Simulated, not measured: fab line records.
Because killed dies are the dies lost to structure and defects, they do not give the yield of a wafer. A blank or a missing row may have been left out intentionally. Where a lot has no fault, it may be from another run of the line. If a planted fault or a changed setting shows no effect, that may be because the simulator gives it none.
The tool behind it: which one? / flow nand_harc / 11 lots with 33 wafers sampled at 5 steps, on a route of 1159 steps

== WHAT EACH GAUGE READ, for each wafer ==
NHARC_END_SORT_01.
lot=L413; measured=day 19 12:32; on=prober-02; killed_dies=31 21 19
lot=L415; measured=day 19 22:02; on=prober-02; killed_dies=21 22 33
lot=L420; measured=day 20 16:56; on=prober-01; killed_dies=45 27 33
lot=L421; measured=day 20 21:56; on=prober-02; killed_dies=28 28 31
lot=L419; measured=day 21 09:24; on=prober-02; killed_dies=41 45 35
lot=L426; measured=day 22 03:44; on=prober-01; killed_dies=677 677 677
lot=L428; measured=day 23 06:41; on=prober-01; killed_dies=677 677 677
lot=L432; measured=day 23 21:43; on=prober-02; killed_dies=29 25 32
lot=L434; measured=day 24 07:35; on=prober-01; killed_dies=34 30 44
lot=L436; measured=day 24 22:18; on=prober-02; killed_dies=25 29 20
lot=L435; measured=day 25 12:17; on=prober-02; killed_dies=29 29 23

== EACH LOT AND THE TOOL THAT RAN IT (in order: tool; ch and the chambers of the sampled wafers; start) ==
lot=L413; NHARC_A_STAIRCASE_TRIM_193=rie_diel-04 ch 0,1,2, day 10 20:08; NHARC_A_STAIRCASE_TRIM_196=rie_diel-04 ch 0,2,3, day 10 20:27; NHARC_A_STAIRCASE_ETCH_197=rie_diel-04 ch 0,1, day 19 12:32 or earlier; NHARC_A_STAIRCASE_TRIM_200=rie_diel-04 ch 0,1,3, day 19 12:32 or earlier
lot=L415; NHARC_A_STAIRCASE_TRIM_193=rie_diel-07 ch 1,2, day 11 15:55; NHARC_A_STAIRCASE_TRIM_196=rie_diel-05 ch 2,3, day 11 16:19; NHARC_A_STAIRCASE_ETCH_197=rie_diel-05 ch 1,2,3, day 19 22:02 or earlier; NHARC_A_STAIRCASE_TRIM_200=rie_diel-05 ch 0,2,3, day 19 22:02 or earlier
lot=L420; NHARC_A_STAIRCASE_TRIM_193=rie_diel-04 ch 0,3, day 12 18:49; NHARC_A_STAIRCASE_TRIM_196=rie_diel-04 ch 0,3, day 12 19:08; NHARC_A_STAIRCASE_ETCH_197=rie_diel-04 ch 0,3, day 20 16:56 or earlier; NHARC_A_STAIRCASE_TRIM_200=rie_diel-04 ch 0,2,3, day 20 16:56 or earlier
lot=L421; NHARC_A_STAIRCASE_TRIM_193=rie_diel-04 ch 1,2,3, day 12 20:15; NHARC_A_STAIRCASE_TRIM_196=rie_diel-07 ch 0,2,3, day 12 21:45; NHARC_A_STAIRCASE_ETCH_197=rie_diel-07 ch 2,3, day 20 21:56 or earlier; NHARC_A_STAIRCASE_TRIM_200=rie_diel-07 ch 0,2,3, day 20 21:56 or earlier
lot=L419; NHARC_A_STAIRCASE_TRIM_193=rie_diel-05 ch 1,2,3, day 13 03:51; NHARC_A_STAIRCASE_TRIM_196=rie_diel-07 ch 0,2, day 13 04:17; NHARC_A_STAIRCASE_ETCH_197=rie_diel-07 ch 0,2, day 21 09:24 or earlier; NHARC_A_STAIRCASE_TRIM_200=rie_diel-07 ch 2,3, day 21 09:24 or earlier
lot=L426; NHARC_A_STAIRCASE_TRIM_193=rie_diel-04 ch 0,1,3, day 14 07:16; NHARC_A_STAIRCASE_TRIM_196=rie_diel-04 ch 0,1, day 14 07:41; NHARC_A_STAIRCASE_ETCH_197=rie_diel-04 ch 0,3, day 22 03:44 or earlier; NHARC_A_STAIRCASE_TRIM_200=rie_diel-04 ch 1,2, day 22 03:44 or earlier
lot=L428; NHARC_A_STAIRCASE_TRIM_193=rie_diel-04 ch 0,1,3, day 14 15:32; NHARC_A_STAIRCASE_TRIM_196=rie_diel-04 ch 1,2,3, day 14 15:50; NHARC_A_STAIRCASE_ETCH_197=rie_diel-04 ch 0,1,2, day 23 06:41 or earlier; NHARC_A_STAIRCASE_TRIM_200=rie_diel-04 ch 0,1, day 23 06:41 or earlier
lot=L432; NHARC_A_STAIRCASE_TRIM_193=rie_diel-07 ch 1,3, day 15 12:34; NHARC_A_STAIRCASE_TRIM_196=rie_diel-07 ch 0,1,2, day 15 13:05; NHARC_A_STAIRCASE_ETCH_197=rie_diel-07 ch 1,2,3, day 23 21:43 or earlier; NHARC_A_STAIRCASE_TRIM_200=rie_diel-07 ch 1,2, day 23 21:43 or earlier
lot=L434; NHARC_A_STAIRCASE_TRIM_193=rie_diel-07 ch 0,1,3, day 15 22:19; NHARC_A_STAIRCASE_TRIM_196=rie_diel-07 ch 0,1,3, day 15 22:37; NHARC_A_STAIRCASE_ETCH_197=rie_diel-07 ch 0,2,3, day 24 07:35 or earlier; NHARC_A_STAIRCASE_TRIM_200=rie_diel-07 ch 0,1,2, day 24 07:35 or earlier
lot=L436; NHARC_A_STAIRCASE_TRIM_193=rie_diel-07 ch 1,2, day 16 13:30; NHARC_A_STAIRCASE_TRIM_196=rie_diel-04 ch 0,1,3, day 16 13:53; NHARC_A_STAIRCASE_ETCH_197=rie_diel-04 ch 0,1,2, day 24 22:18 or earlier; NHARC_A_STAIRCASE_TRIM_200=rie_diel-04 ch 1,2, day 24 22:18 or earlier
lot=L435; NHARC_A_STAIRCASE_TRIM_193=rie_diel-05 ch 1,2,3, day 16 20:49; NHARC_A_STAIRCASE_TRIM_196=rie_diel-07 ch 1,2,3, day 16 21:15; NHARC_A_STAIRCASE_ETCH_197=rie_diel-07 ch 0,1,2, day 25 12:17 or earlier; NHARC_A_STAIRCASE_TRIM_200=rie_diel-07 ch 1,2,3, day 25 12:17 or earlier
- NHARC_A_STAIRCASE_TRIM_193: chemistry O2, time 211.2 s.
- NHARC_A_STAIRCASE_TRIM_196: chemistry O2, time 211.2 s.
- NHARC_A_STAIRCASE_ETCH_197: etches the open film in C4F8/O2, target depth 100 nm, time 40.5 s.
- NHARC_A_STAIRCASE_TRIM_200: chemistry O2, time 211.2 s.

== THE ANSWER, worked out from the rows above alone ==
Rule: what is usual is taken from the lots themselves. Put in order of their means at a reading, lots are off if they are a third of the lots or fewer, leave a main group of 4 or more, and stand apart from it by a gap of 3 or more times the standard deviation of the main group's means; of several such gaps the widest counts. A main group whose means are all the same, to the digits that the tables above print for the reading, isn't used. A lot without any number at a reading at which 4 lots or more have one is off too. All remaining lots with rows at the step are treated as sound.
Off: L426, L428, at NHARC_END_SORT_01 (killed_dies). For the main group the mean is 30 and the standard deviation 5.5.
If a tool, at a process step before that reading, ran all the lots that are off and no sound lot after the first of them, it fits. Gauges at NHARC_END_SORT_01: tried the same way as those tools. NHARC_A_STAIRCASE_ETCH_197 gives no start for some lots, so the hours and the order of its lots are those of NHARC_END_SORT_01. NHARC_A_STAIRCASE_TRIM_200 gives no start for some lots, so the hours and the order of its lots are those of NHARC_END_SORT_01. One candidate fits, namely rie_diel-04 at NHARC_A_STAIRCASE_TRIM_193. Its last sound lot is L421 (day 12 20:15), its first lot that is off L426 (day 14 07:16): a fault that began between those two fits.

== WHAT HAD BEEN PUT IN BY THE SIMULATOR ==
Skipped step whole: rie_diel-04, from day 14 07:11 on, at NHARC_A_STAIRCASE_TRIM_193. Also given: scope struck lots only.
Struck lots among those shown: L426, L428. The rule given above showed the same thing.
